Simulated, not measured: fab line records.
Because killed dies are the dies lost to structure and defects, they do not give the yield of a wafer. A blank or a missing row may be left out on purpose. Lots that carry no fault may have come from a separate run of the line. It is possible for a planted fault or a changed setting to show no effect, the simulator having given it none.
Chamber matching + flow nandHarc + NHARC_P_CONTACT_ALD_22 on aldMetal-02 has 4 sister chambers
The step deposits TiN, target thk 3 nm, pulse time 1 s, ald cycles 150. 14 wafers are shown with their chamber, then 7 later ones without.

WAFERS WITH THEIR CHAMBER
| wafer  | chamber | heaterPowerW (W) | precursorPulseHeightRel |
|--------|---------|------------------|-------------------------|
| L825.1 | 0       | 1126             | 0.991                   |
| L825.4 | 1       | 1154             | 0.984                   |
| L825.5 | 0       | 1128             | 1.046                   |
| L828.4 | 1       | 1169             | 1.010                   |
| L828.5 | 0       | 1124             | 0.996                   |
| L828.6 | 3       | 1036             | 1.016                   |
| L829.1 | 2       | 1159             | 1.012                   |
| L829.3 | 1       | 1200             | 1.011                   |
| L829.5 | 0       | 1142             | 0.991                   |
| L834.4 | 0       | 1113             | 1.004                   |
| L834.5 | 1       | 1156             | 1.018                   |
| L834.6 | 2       | 1156             | 0.979                   |
| L836.1 | 2       | 1189             | 1.008                   |
| L836.2 | 1       | 1153             | 0.993                   |

SIGNATURES, as means of the wafers listed above
| reading                 | chamber 0 | chamber 1 | chamber 2 | chamber 3 | scatter within a chamber |
|-------------------------|-----------|-----------|-----------|-----------|--------------------------|
| heaterPowerW            | 1126.60   | 1166.40   | 1168.00   | 1036.00   | 16.4                     |
| precursorPulseHeightRel | 1.00560   | 1.00320   | 0.99967   | 1.01600   | 0.019                    |
Rule: for each reading, subtract the chamber's mean from the wafer's reading, divide by that reading's scatter and square the result; add these up over the readings and take the root, which gives the wafer's distance from the chamber. If the next closest chamber is less than 2 further off than the closest, the wafer can't be placed; otherwise it belongs to the closest. How the scatter is found: for the shown wafers, subtract from each reading the mean of its chamber, square and add these, divide the total by (wafers less chambers), then take the root.

WAFERS WHOSE CHAMBER IS MISSING
| wafer  | heaterPowerW (W) | precursorPulseHeightRel |
|--------|------------------|-------------------------|
| L836.6 | 1196             | 0.994                   |
| L842.1 | 1116             | 1.019                   |
| L842.2 | 1114             | 1.016                   |
| L842.5 | 1141             | 1.022                   |
| L844.2 | 1066             | 1.016                   |
| L844.4 | 1194             | 0.995                   |
| L844.6 | 1098             | 0.987                   |

CHAMBER TAKEN BY EACH
| wafer  | from the rows above          | in truth                   |
|--------|------------------------------|----------------------------|
| L836.6 | can't be placed: 2 or 1      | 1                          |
| L842.1 | 0                            | 0                          |
| L842.2 | 0                            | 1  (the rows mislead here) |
| L842.5 | can't be placed: 0 or 1 or 2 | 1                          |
| L844.2 | can't be placed: 3 or 0      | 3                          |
| L844.4 | can't be placed: 2 or 1      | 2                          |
| L844.6 | 0                            | 0                          |
Correctly placed: 2 of 7. These rows do not allow placing 4 (true chamber among the candidates in 4). 1 placed wrongly.
